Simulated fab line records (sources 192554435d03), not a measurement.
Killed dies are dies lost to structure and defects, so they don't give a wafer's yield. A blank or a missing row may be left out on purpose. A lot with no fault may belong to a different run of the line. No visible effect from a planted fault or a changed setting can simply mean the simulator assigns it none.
A struck lot beside a sound one || flow n5_finfet || 39 out of 1938 route steps
Sound: wafers L672.2, L672.3, L672.5. Wafers L681.2, L681.3, L681.6 were the ones struck. The cause is given at the end.
Per side, at each step with rows, come the tool, then ch with its chambers, and then its first start. Under that, the readings that differ: sound wafers || struck wafers || difference of the means || sigmas: that difference in standard deviations of wafers without a fault.
alike: readings whose means differ by less than 2 such deviations, and words and numbers that are the same on both sides. not compared: withheld readings, readings that some wafer has no value for, bounds like >300 that may hide the same value, and numbers for which the record gives no deviation and whose values overlap.
A row with sigmas, a row that says differs or no value, or rows on one side alone: a step with any of these is where the two part. Numbers that don't overlap but have no deviation are shown without sigmas and don't part them. A reading that every wafer of one side lacks parts them only if that side has two wafers or more.

first, 9 steps without rows for these wafers: N5_STI_FIN_REVEAL_PRECLEAN_18 (cleans in SC2, time 45 s); N5_STI_FIN_REVEAL_SRD_28 (time 30 s); N5_DUMMY_GATE_PRECLEAN_00 (cleans in O3/DIW, time 60 s); N5_DUMMY_GATE_SRD_01 (time 30 s); N5_DUMMY_GATE_ALD_02 (deposits SiO2, target thk 2 nm, pulse time 1 s); N5_DUMMY_GATE_CVD_03 (deposits a-Si from SiH4, target thk 150 nm, time 8042 s); N5_DUMMY_GATE_PRECLEAN_46 (cleans in DIW, time 89.5 s); N5_DUMMY_GATE_SRD_47 (dry time 32 s); N5_DUMMY_GATE_CMP_04 (polishes a-Si).
N5_DUMMY_GATE_HM_DEP_06: deposits SiNx from DCS/NH3, target thk 80 nm, time 5141 s.
  sound on lpcvd-02 ch 0/45,0/50,0/59, day 4 18:49; struck on lpcvd-02 ch 1/70,1/75,1/89, day 7 03:49
  no value came back on the struck wafers for pressure_mtorr (mTorr), spike_tc_bottom_C (C), spike_tc_centre_C (C), zone_power_top_pct (%); on the sound wafers pressure_mtorr (mTorr) reads 300.8 300.8 300.8
then, 10 steps without rows for these wafers: N5_DUMMY_GATE_PECVD_30 (deposits SiO2 from TEOS/O2, target thk 55 nm, time 10.8 s); N5_DUMMY_GATE_COAT_34 (time 60 s, resist thk 60 nm); N5_DUMMY_GATE_COAT_35 (time 60 s, resist thk 10 nm); N5_DUMMY_GATE_COAT_28 (time 60 s, resist thk 10 nm); N5_DUMMY_GATE_COAT_09 (resist thk 30 nm); N5_DUMMY_GATE_EBR_11; N5_DUMMY_GATE_SOFTBAKE_10 (time 60 s); N5_DUMMY_GATE_EXPOSE_12 (exposes mask GATE, target cd 25 nm); N5_DUMMY_GATE_PEB_13 (peb time 60 s); N5_DUMMY_GATE_DEVELOP_14 (develop time 30 s).
N5_DUMMY_GATE_OVL_MEAS_16:
  sound on overlay-02 ch 0, day 4 23:07; struck on overlay-02 ch 0, day 7 08:10
{"reading": "GATE_OVL (nm)", "sound": "-1.2 -0.8 -0.7", "struck": "-5.4 -2.9 1.5", "difference": -1.4, "sigmas": -2}
then, 14 steps without rows for these wafers: N5_DUMMY_GATE_DESCUM_20 (chemistry O2, time 6.2 s); N5_DUMMY_GATE_ETCH_29 (etches underlayer in N2/H2, target depth 13 nm); N5_DUMMY_GATE_ETCH_36 (etches SiARC in CF4, target depth 13 nm); N5_DUMMY_GATE_ETCH_37 (etches SOC in N2/H2, target depth 60 nm, overetch 30 nm); N5_DUMMY_GATE_STRIP_38 (strips in N2/H2); N5_DUMMY_GATE_STRIP_39 (strips in N2/H2); N5_DUMMY_GATE_TRIM_49 (chemistry O2, time 29 s, target cd 14 nm); N5_DUMMY_GATE_STRIP_40 (strips in CF4); N5_DUMMY_GATE_ETCH_31 (etches SiO2 in C4F6/O2, target depth 82.5 nm, time 27.5 s); N5_DUMMY_GATE_STRIP_41 (strips in O2); N5_DUMMY_GATE_HM_OPEN_21 (chemistry CH3F/O2, target SiNx, target depth 120 nm, time 171.4 s); N5_DUMMY_GATE_ETCH_32 (etches SiO2 in CF4, target depth 3.5 nm, time 3.9 s); N5_DUMMY_GATE_ETCH_23 (etches poly-Si in HBr/Cl2/O2, target depth 41 nm, time 22.3 s); N5_DUMMY_GATE_ETCH_44 (etches poly-Si in HBr/O2, stops on SiO2, target depth 127.5 nm).
N5_DUMMY_GATE_CD_MEAS_24 targets a cd of 15 nm.
  sound on cd_sem-02, day 5 00:32; struck on cd_sem-01, day 7 09:23
{"reading": "cd_nm (nm)", "sound": "14.3 15.2 15.3", "struck": "- - -", "difference": "no value on the struck wafers", "sigmas": ""}
N5_DUMMY_GATE_INSPECT_27: inspects for defects (brightfield).
  sound on defect_inspect-02, day 5 00:49; struck on defect_inspect-01, day 7 09:50
{"reading": "raw_defect_count", "sound": "183 247 176", "struck": "2708 2734 2806", "difference": "+2547", "sigmas": "+35"}
N5_BEOL_M4_RC_MEAS_101:
  the record has rows for the sound wafers here (prober-02 ch 0, day 10 03:14) and none for the struck ones
-- record jumps: 10 days separate the struck wafers' starts on either side; left off in module BEOL_M4, taken up again in module PASSIVATION, whose first shown step is the route's number 1936 --
N5_PASSIVATION_PROBE_49:
  sound on prober-02, day 14 03:46; struck on prober-02, day 17 05:32
{"reading": "defect_limited_yield (%)", "sound": "91.4 91.8 90.8", "struck": "0 0 0", "difference": -91, "sigmas": -57}
{"reading": "killed_at_M0_to_M3", "sound": "23 37 29", "struck": "4 7 8", "difference": -23, "sigmas": -2}
{"reading": "killed_at_contacts", "sound": "25 23 12", "struck": "1 1 2", "difference": -19, "sigmas": -3}
{"reading": "killed_at_front_end", "sound": "41 30 58", "struck": "1173 1170 1169", "difference": "+1128", "sigmas": "+94"}
{"reading": "killed_dies", "sound": "101 97 108", "struck": "1180 1180 1180", "difference": "+1078", "sigmas": "+57"}
{"reading": "killed_on_rim", "sound": "10 15 10", "struck": "152 152 152", "difference": "+140", "sigmas": "+35"}
{"reading": "killed_open", "sound": "75 68 69", "struck": "7 6 12", "difference": -62, "sigmas": -5}
{"reading": "killed_short", "sound": "26 29 36", "struck": "7 9 6", "difference": -23, "sigmas": -3}
{"reading": "sort_bin_5_function (%)", "sound": "5.1 4.3 5.7", "struck": "71.9 73.0 73.2", "difference": "+67.7", "sigmas": "+68"}
{"reading": "sort_n_pass", "sound": "1079 1083 1072", "struck": "0 0 0", "difference": -1078, "sigmas": -57}
{"reading": "sort_yield_pct (%)", "sound": "91.4 91.8 90.8", "struck": "0 0 0", "difference": -91, "sigmas": -57}
  alike: killed_at_M4_up, killed_at_other, sort_bin_6_memory

== WHERE THEY PART ==
First at N5_DUMMY_GATE_HM_DEP_06; last, within this record, at N5_PASSIVATION_PROBE_49.

WHY: whatever the simulator had introduced
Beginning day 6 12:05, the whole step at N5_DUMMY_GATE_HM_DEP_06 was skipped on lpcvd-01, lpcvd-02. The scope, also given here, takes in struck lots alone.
